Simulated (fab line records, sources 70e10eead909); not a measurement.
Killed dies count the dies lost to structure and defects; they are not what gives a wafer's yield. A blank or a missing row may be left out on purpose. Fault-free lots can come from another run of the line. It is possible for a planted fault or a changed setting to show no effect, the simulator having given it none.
Struck lot and sound lot, side by side    flow nandHarc    12 out of 1302 route steps
Sound: the wafers L405.2, L405.4, L405.6. Wafers L408.1, L408.3, L408.6 were the ones struck. Last of all comes the cause.
Order at every step that has rows: each side's tool, ch and its chambers, its first start. Under that, the readings that differ: sound wafers    struck wafers    difference of the means    sigmas: that difference in standard deviations of wafers without a fault.
alike: a reading whose means differ by less than 2 such deviations, as well as words and numbers matching on both sides. not compared: withheld readings; readings where some wafer has no value; bounds like >300 that might hide an equal value; numbers whose values overlap and for which the record gives no deviation.
A row with sigmas, a row that says differs or no value, or rows on one side alone: a step with any of these is where the two part. Non-overlapping numbers with no deviation appear without sigmas and do not part them. A reading missing from all wafers of one side parts the sides only when that side holds two or more wafers.

first, 3 steps without rows for these wafers: NHARC_A_STAIRCASE_PEB_439 (peb time 130 s); NHARC_A_STAIRCASE_DEVELOP_440 (time 140 s); NHARC_A_STAIRCASE_HARDBAKE_442 (time 140 s).
NHARC_A_STAIRCASE_DESCUM_443: chemistry O2, time 3 s.
  sound on rieDiel-08 ch 0,3, day 22 13:49; struck on rieDiel-12 ch 0,2, day 23 08:14
  alike: drypumpMotorCurrentA, oesProductAu, rfVppV, showerheadPlenumPTorr, throttleValvePct
  not compared: rfHoursCounterH
NHARC_A_STAIRCASE_ETCH_444: etches the open film in C4F8/O2, target depth 20400 nm, time 6800 s.
  sound on rieDiel-08 ch 0,2, day 22 14:32; struck on rieDiel-12 ch 0,1, day 23 08:19
  alike: oesProductAu, rfVppV
  not compared: rfHoursCounterH
NHARC_A_STAIRCASE_STRIP_446: strips in O2.
  sound on plasmaAsher-01 ch 0,1, day 22 19:15; struck on plasmaAsher-02 ch 0,1, day 23 12:53
  alike: drypumpMotorCurrentA, heaterPowerW
  not compared: rfHoursCounterH
then, 3 steps without rows for these wafers: NHARC_A_STAIRCASE_STRIP_447 (strips in SPM, time 900 s); NHARC_A_STAIRCASE_PRECLEAN_448 (cleans in SC1); NHARC_A_STAIRCASE_SRD_449.
NHARC_A_STAIRCASE_CMP_450: polishes SiO2, target thk 200 nm.
  sound on cmp-01 ch 0,1, day 22 20:04; struck on cmp-03 ch 0,1,3, day 23 13:43
  alike: edgeZonePressureFrac, motorCurrentA, slurryFlowMlMin
NHARC_A_STAIRCASE_CMP_152: polishes.
  sound on cmp-01 ch 0,1, day 22 20:08; struck on cmp-03 ch 0,1,3, day 23 13:48
  no value came back on the struck wafers for edgeZonePressureFrac, motorCurrentA (A), slurryFlowMlMin; on the sound wafers edgeZonePressureFrac reads 1.011 1.014 1.005
-- the record jumps here: 5 days lie between the struck wafers' starts before and after (it left off in module A_STAIRCASE and takes up again in module END, whose first step shown is number 1302 of the route) --
NHARC_END_SORT_01:
  sound on prober-01 ch 0, day 28 00:31; struck on prober-02 ch 0, day 28 19:47
reading        sound     struck                                                             difference                    sigmas
hold           - - -     awaitDispo/3.5h/scrap awaitDispo/3.5h/scrap awaitDispo/3.5h/scrap  no value on the sound wafers  
killedAtArray  28 41 36  674 674 675                                                        +639                          +38
killedDies     32 46 39  677 677 677                                                        +638                          +38
  alike: killedAtOther, killedAtPeriphery, killedOpen, killedShort

## WHERE THEY PART
At NHARC_A_STAIRCASE_CMP_152 first; at NHARC_END_SORT_01 last (within this record only).

WHY: what had been put in by the simulator
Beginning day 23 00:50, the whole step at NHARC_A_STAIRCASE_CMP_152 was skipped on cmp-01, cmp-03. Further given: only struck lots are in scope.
